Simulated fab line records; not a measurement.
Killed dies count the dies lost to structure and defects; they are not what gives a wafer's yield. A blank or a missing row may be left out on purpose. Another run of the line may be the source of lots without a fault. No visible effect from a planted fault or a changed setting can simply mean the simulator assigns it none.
Matching of chambers || flow n5Finfet || N5_BEOL_M5_ETCH_72 on rieDiel-05: 4 sister chambers
The step etches underlayer in N2/H2, target depth 6.5 nm, time 5.2 s. 4 wafers are shown with their chamber, then 9 later ones without.

== WAFERS WITH THEIR CHAMBER ==
{"wafer": "L088.4", "chamber": 1, "drypumpMotorCurrentA (A)": 5.4}
{"wafer": "L088.5", "chamber": 0, "drypumpMotorCurrentA (A)": 5.8}
{"wafer": "L092.1", "chamber": 3, "drypumpMotorCurrentA (A)": 6.4}
{"wafer": "L092.5", "chamber": 2, "drypumpMotorCurrentA (A)": 6.2}

== WAFERS MISSING THEIR CHAMBER ==
{"wafer": "L093.1", "drypumpMotorCurrentA (A)": 6.4}
{"wafer": "L093.3", "drypumpMotorCurrentA (A)": 5.4}
{"wafer": "L093.5", "drypumpMotorCurrentA (A)": 6.2}
{"wafer": "L096.1", "drypumpMotorCurrentA (A)": 6.4}
{"wafer": "L096.2", "drypumpMotorCurrentA (A)": 5.8}
{"wafer": "L096.3", "drypumpMotorCurrentA (A)": 5.4}
{"wafer": "L094.1", "drypumpMotorCurrentA (A)": 5.7}
{"wafer": "L094.4", "drypumpMotorCurrentA (A)": 5.4}
{"wafer": "L094.5", "drypumpMotorCurrentA (A)": 6.4}

== EACH ONE'S CHAMBER ==
{"wafer": "L093.1", "from the rows above": 3, "in truth": 3}
{"wafer": "L093.3", "from the rows above": 1, "in truth": 1}
{"wafer": "L093.5", "from the rows above": 2, "in truth": 2}
{"wafer": "L096.1", "from the rows above": 3, "in truth": 3}
{"wafer": "L096.2", "from the rows above": 0, "in truth": 0}
{"wafer": "L096.3", "from the rows above": 1, "in truth": 1}
{"wafer": "L094.1", "from the rows above": 0, "in truth": 0}
{"wafer": "L094.4", "from the rows above": 1, "in truth": 1}
{"wafer": "L094.5", "from the rows above": 3, "in truth": 3}
9 of 9 placed correctly. Number that these rows cannot place: 0. 0 placed wrongly.
How it was worked out, from the rows above alone: a wafer's distance from a chamber is the root of the sum, over the readings, of the square of ((its reading less the chamber's mean) divided by the reading's scatter). If the next closest chamber is less than 2 further off than the closest, the wafer can't be placed; otherwise it belongs to the closest. The mean given for a chamber averages the wafers shown for that chamber. The scatter: root of mean squared gap, hidden wafer to nearest shown wafer, with one shown wafer a chamber.
